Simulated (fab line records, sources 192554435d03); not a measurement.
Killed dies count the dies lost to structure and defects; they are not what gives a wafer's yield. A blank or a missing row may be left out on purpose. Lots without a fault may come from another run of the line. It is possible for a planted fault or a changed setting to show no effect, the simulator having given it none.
A struck lot beside a sound one    flow n5-finfet    15 steps out of a route of 1938
Sound: wafers L762.1, L762.3, L762.4. Struck: wafer L772.4 (left out: L772.2, L772.6 of the same lot, which were not struck); the cause appears at the end.
Order at every step that has rows: each side's tool, ch and its chambers, its first start. Under that, the readings that differ: sound wafers    struck wafers    difference of the means    sigmas: that difference in standard deviations of wafers without a fault.
alike: a reading whose means differ by less than 2 such deviations, as well as words and numbers matching on both sides. not compared: withheld readings; readings where some wafer has no value; bounds like >300 that might hide an equal value; numbers whose values overlap and for which the record gives no deviation.
Wherever a step has rows on one side only, a row that says differs or no value, or a row with sigmas, the two part there. Non-overlapping numbers with no deviation appear without sigmas and do not part them. A reading missing from all wafers of one side parts the sides only when that side holds two or more wafers.

first, 7 steps without rows for these wafers: N5_FIN_CUT_COAT_29 (time 60 s, resist thk 10 nm); N5_FIN_CUT_COAT_02 (resist thk 30 nm); N5_FIN_CUT_EBR_04; N5_FIN_CUT_SOFTBAKE_03 (time 60 s); N5_FIN_CUT_EXPOSE_05 (exposes mask FIN CUT); N5_FIN_CUT_PEB_06 (peb time 60 s); N5_FIN_CUT_DEVELOP_07 (develop time 30 s).
N5_FIN_CUT_CD_MEAS_08: target cd 29.1 nm.
  sound on cd-sem-03 ch 0, day 3 15:17; struck on cd-sem-02 ch 0, day 6 04:38
  alike: cd-nm
N5_FIN_CUT_OVL_MEAS_09:
  sound on overlay-02 ch 0, day 3 15:19; struck on overlay-01 ch 0, day 6 04:40
  alike: FIN_CUT_OVL
N5_FIN_CUT_INSPECT_10: inspects for defects (brightfield).
  sound on defect-inspect-02, day 3 15:22; struck on defect-inspect-02, day 6 04:43
  alike: raw-defect-count
N5_FIN_CUT_DESCUM_13: chemistry O2, time 7 s.
  sound on rie-diel-02 ch 0,2,3, day 3 15:29; struck on rie-diel-05 ch 2, day 6 04:45
reading       sound              struck  difference  sigmas
rf-vpp-V (V)  243.3 240.7 245.3  239.7   -3.4        -3
  alike: drypump-motor-current-A, oes-product-au, rf-fwd-power-W, showerhead-plenum-p-Torr, throttle-valve-pct
  not compared: rf-hours-counter-h
N5_FIN_CUT_ETCH_30: etches underlayer in N2/H2, target depth 13 nm, time 10.4 s.
  sound on rie-diel-02 ch 0,2,3, day 3 15:31; struck on rie-diel-05 ch 2, day 6 04:47
  alike: drypump-motor-current-A, etch-rf-on-time-s, oes-product-au, rf-fwd-power-W, rf-vpp-V, showerhead-plenum-p-Torr, throttle-valve-pct
  not compared: rf-hours-counter-h
N5_FIN_CUT_ETCH_20: etches SiARC in CF4, target depth 26 nm, time 43.3 s.
  sound on rie-diel-02 ch 0,2,3, day 3 15:32; struck on rie-diel-05 ch 2, day 6 04:49
reading                sound              struck  difference  sigmas
etch-rf-on-time-s (s)  42.0 43.9 42.9     26.5    -16.4       -25
oes-product-au (a.u.)  0.70 0.57 0.65     0.82    +0.18       +3
rf-fwd-power-W (W)     540.2 540.6 534.8  532.0   -6.5        -2
rf-vpp-V (V)           183.7 184.1 185.3  181.8   -2.6        -2
  alike: drypump-motor-current-A, mfc-ar-sccm, showerhead-plenum-p-Torr, throttle-valve-pct
  not compared: rf-hours-counter-h
N5_FIN_CUT_ETCH_21: etches SOC in N2/H2, target depth 219 nm, overetch 43.8 nm, time 523.5 s.
  sound on rie-diel-02 ch 0,2,3, day 3 15:34; struck on rie-diel-05 ch 2, day 6 04:51
  alike: drypump-motor-current-A, oes-product-au, rf-fwd-power-W, rf-vpp-V, showerhead-plenum-p-Torr, throttle-valve-pct
  not compared: rf-hours-counter-h
-- record jumps: 6 days separate the struck wafers' starts on either side; left off in module FIN_CUT, taken up again in module BEOL_M4, whose first shown step is the route's number 1111 --
N5_BEOL_M4_RC_MEAS_101:
  sound on prober-02 ch 0, day 9 15:42; struck on prober-01 ch 0, day 12 09:55
reading    sound              struck  difference  sigmas
VT_N (mV)  251.6 250.3 249.8  255.9   +5.3        +2
  alike: DIBL_N, DIBL_P, IOFF_N, IOFF_P, ION_N, ION_P, SS_N, SS_P, VT_P

== WHERE THEY PART ==
Earliest at N5_FIN_CUT_DESCUM_13; latest, in this record, at N5_BEOL_M4_RC_MEAS_101.

WHY: what had been put in by the simulator
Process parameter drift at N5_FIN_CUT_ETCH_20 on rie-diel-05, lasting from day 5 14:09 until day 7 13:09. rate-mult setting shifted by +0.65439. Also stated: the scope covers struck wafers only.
